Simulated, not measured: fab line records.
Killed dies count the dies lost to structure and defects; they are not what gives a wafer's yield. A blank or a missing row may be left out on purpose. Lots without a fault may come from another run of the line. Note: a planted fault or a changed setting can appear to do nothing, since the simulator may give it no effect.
Lot-split experiment + flow n5 finfet + 21 wafers read across 7 lots, on a route 1938 steps long

## SPLIT DETAILS
At N5_BEOL_M2_ETCH_69 (etches SiARC in CF4, target depth 15.6 nm, time 26 s), the setting bias w was moved away from the recipe's 36 W on 6 of the 21 wafers read, by -17.8% to +12.9%. For the rest of the wafers, this setting stayed at what the recipe calls for.

The reading comes from the split's own step.

## THE READING
rf vpp V, in V, at N5_BEOL_M2_ETCH_69 (etches SiARC in CF4, target depth 15.6 nm, time 26 s). Fault-free wafers of this fab line usually give 184.0 V, standard deviation 1.4 V.

| wafer  | tool, chamber at the split | bias w as run, W | against the recipe | rf vpp V, V | against lot-mates on the recipe |
|--------|----------------------------|------------------|--------------------|-------------|---------------------------------|
| L075.2 | rie diel-03, 1             | 36               | recipe             | 185.5       | -                               |
| L075.3 | rie diel-03, 0             | 29.6             | -17.8%             | 161.5       | -24.1                           |
| L075.6 | rie diel-03, 1             | 36               | recipe             | 185.6       | -                               |
| L081.2 | rie diel-06, 1             | 36               | recipe             | 184.4       | -                               |
| L081.3 | rie diel-06, 3             | 36               | recipe             | 184.7       | -                               |
| L081.6 | rie diel-06, 1             | 36               | recipe             | 185.5       | -                               |
| L082.2 | rie diel-03, 3             | 36               | recipe             | 185.4       | -                               |
| L082.5 | rie diel-03, 2             | 40.65            | +12.9%             | 195.8       | +10.4                           |
| L082.6 | rie diel-03, 3             | 40.65            | +12.9%             | 201.4       | +16.0                           |
| L083.2 | rie diel-06, 0             | 36               | recipe             | 182.7       | -                               |
| L083.3 | rie diel-06, 3             | 36               | recipe             | 185.8       | -                               |
| L083.4 | rie diel-06, 2             | 36               | recipe             | 184.6       | -                               |
| L086.2 | rie diel-03, 0             | 36               | recipe             | 184.2       | -                               |
| L086.3 | rie diel-03, 3             | 36               | recipe             | 184.9       | -                               |
| L086.6 | rie diel-03, 3             | 36               | recipe             | 183.6       | -                               |
| L089.1 | rie diel-03, 3             | 36               | recipe             | 185.8       | -                               |
| L089.5 | rie diel-03, 3             | 38.65            | +7.4%              | 192.1       | +7.3                            |
| L089.6 | rie diel-03, 0             | 36               | recipe             | 183.8       | -                               |
| L093.1 | rie diel-05, 2             | 38.85            | +7.9%              | 192.7       | +8.2                            |
| L093.3 | rie diel-05, 1             | 36               | recipe             | 184.5       | -                               |
| L093.4 | rie diel-05, 0             | 38.85            | +7.9%              | 194.1       | +9.6                            |

THE FIT
A straight line over all 21 wafers: rf vpp V changes by +1.17 V for each +1% of bias w; r = +0.98; the points scatter about the line by 1.4 V.
The same after taking each lot's own level away (the mean of its wafers on the recipe; 21 wafers): +1.18 V for each +1%; r = +0.98; scatter 1.5 V.
The reading moves by 21 V for the largest change in bias w, on that fit.
From 184.23 to 185.55 V: that is the span of the lots' own levels, equal to 0.9 times the standard deviation above.
Hence the lot-to-lot level has little effect on the slope; both slopes agree.
Check: with one of the wafers moved furthest among these (-17.8%) left out of the fit, the line predicts -18.5 V for it against its lot-mates. It came out at -24.1 V against them.
Tool readings at the split's step, against how far the setting was moved: rf vpp V r = +0.98.

## OTHER SPLITS ON THESE WAFERS
Other splits were also applied to these wafers ahead of the reading. Each is held against what the fit with the lots' levels taken away leaves over:
| other split on the same wafers   | wafers away from the commonest value | r with rf vpp V (lot level and that fit taken away) |
|----------------------------------|--------------------------------------|-----------------------------------------------------|
| N5_BEOL_M0_SAQP_COAT_08 spin rpm | 4                                    | +0.09                                               |
| N5_BEOL_M0_SAQP_ETCH_107 bias w  | 8                                    | -0.15                                               |
| N5_BEOL_M0_SAQP_COAT_87 spin rpm | 8                                    | +0.07                                               |
| N5_BEOL_M1_PECVD_72 time s       | 8                                    | +0.16                                               |
| N5_BEOL_M1_COAT_61 spin rpm      | 6                                    | -0.05                                               |
| N5_BEOL_M2_EXPOSE_08 dose mj     | 9                                    | -0.15                                               |

## FILE'S OWN FIT
rf vpp V changes by +1.2 V for each +1% of bias w, r = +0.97.
